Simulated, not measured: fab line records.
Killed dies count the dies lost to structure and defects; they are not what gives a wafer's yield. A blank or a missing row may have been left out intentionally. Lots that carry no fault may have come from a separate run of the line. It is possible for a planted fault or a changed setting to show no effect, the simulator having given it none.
Which tool is to blame? :: flow nand_harc :: Sampling: 6 lots, 18 wafers, 5 of 1302 route steps

## WHAT THE GAUGES READ, wafer by wafer
NHARC_END_SORT_01.
lot: L382
measured: day 28 11:41
on: prober-02
killed_at_periphery: 655 649 655

lot: L389
measured: day 32 08:10
on: prober-02
killed_at_periphery: 4 4

lot: L390
measured: day 32 05:50
on: prober-01
killed_at_periphery: 4 2 3

## WHICH TOOL RAN EACH LOT (tool, then ch and the chambers of the sampled wafers, then the start)
lot: L377
NHARC_P_GATE_DESCUM_48: rie_diel-10 ch 1,2,3, day 7 13:03
NHARC_P_GATE_STRIP_76: plasma_asher-01 ch 0,1, day 7 15:25
NHARC_P_GATE_IMPLANT_94: implanter-02 ch 0, day 7 16:40
NHARC_P_GATE_STRIP_95: plasma_asher-02 ch 0,1, day 7 17:34

lot: L379
NHARC_P_GATE_DESCUM_48: rie_diel-10 ch 0,1,2, day 8 09:17
NHARC_P_GATE_STRIP_76: plasma_asher-02 ch 0,1, day 8 11:40
NHARC_P_GATE_IMPLANT_94: implanter-02 ch 0, day 8 12:46
NHARC_P_GATE_STRIP_95: plasma_asher-02 ch 0,1, day 8 13:42

lot: L382
NHARC_P_GATE_DESCUM_48: rie_diel-08 ch 1,2, day 9 17:18
NHARC_P_GATE_STRIP_76: plasma_asher-01 ch 0,1, day 9 19:35
NHARC_P_GATE_IMPLANT_94: implanter-01, day 9 20:52
NHARC_P_GATE_STRIP_95: plasma_asher-01 ch 0,1, day 9 21:47

lot: L389
NHARC_P_GATE_DESCUM_48: rie_diel-08 ch 2,3, day 12 17:34
NHARC_P_GATE_STRIP_76: plasma_asher-02 ch 0,1, day 12 19:58
NHARC_P_GATE_IMPLANT_94: implanter-01 ch 0, day 12 21:16
NHARC_P_GATE_STRIP_95: plasma_asher-02 ch 0,1, day 12 22:08

lot: L390
NHARC_P_GATE_DESCUM_48: rie_diel-09 ch 0,1, day 13 07:54
NHARC_P_GATE_STRIP_76: plasma_asher-01 ch 0,1, day 13 10:31
NHARC_P_GATE_IMPLANT_94: implanter-01 ch 0, day 13 11:36
NHARC_P_GATE_STRIP_95: plasma_asher-01 ch 0,1, day 13 12:34

lot: L395
NHARC_P_GATE_DESCUM_48: rie_diel-08 ch 0,1,2, day 15 00:19
NHARC_P_GATE_STRIP_76: plasma_asher-01 ch 0,1, day 15 02:49
NHARC_P_GATE_IMPLANT_94: implanter-02 ch 0, day 15 03:59
NHARC_P_GATE_STRIP_95: plasma_asher-02 ch 0,1, day 15 04:53
- NHARC_P_GATE_DESCUM_48: chemistry O2, time 3 s.
- NHARC_P_GATE_STRIP_76: strips in O2.
- NHARC_P_GATE_IMPLANT_94
- NHARC_P_GATE_STRIP_95: strips in O2.

## THE ANSWER, worked out from the rows above alone
Rule: usual is defined by the lots themselves. The widest of any qualifying gaps counts: lots, ordered by their means at a reading, are off when they make up no more than a third of the lots, leave a main group of 4 or more, and stand apart from it by 3 or more times the standard deviation of that group's means. A main group is skipped when, at the precision printed for the reading in the tables above, its means are all equal. A lot without any number at a reading at which 4 lots or more have one is off too. Where the step has rows for the other lots, those lots are counted as sound.
No lot is off on any of the readings shown, so nothing can be concluded from this.

## WHAT THE SIMULATOR PUT IN
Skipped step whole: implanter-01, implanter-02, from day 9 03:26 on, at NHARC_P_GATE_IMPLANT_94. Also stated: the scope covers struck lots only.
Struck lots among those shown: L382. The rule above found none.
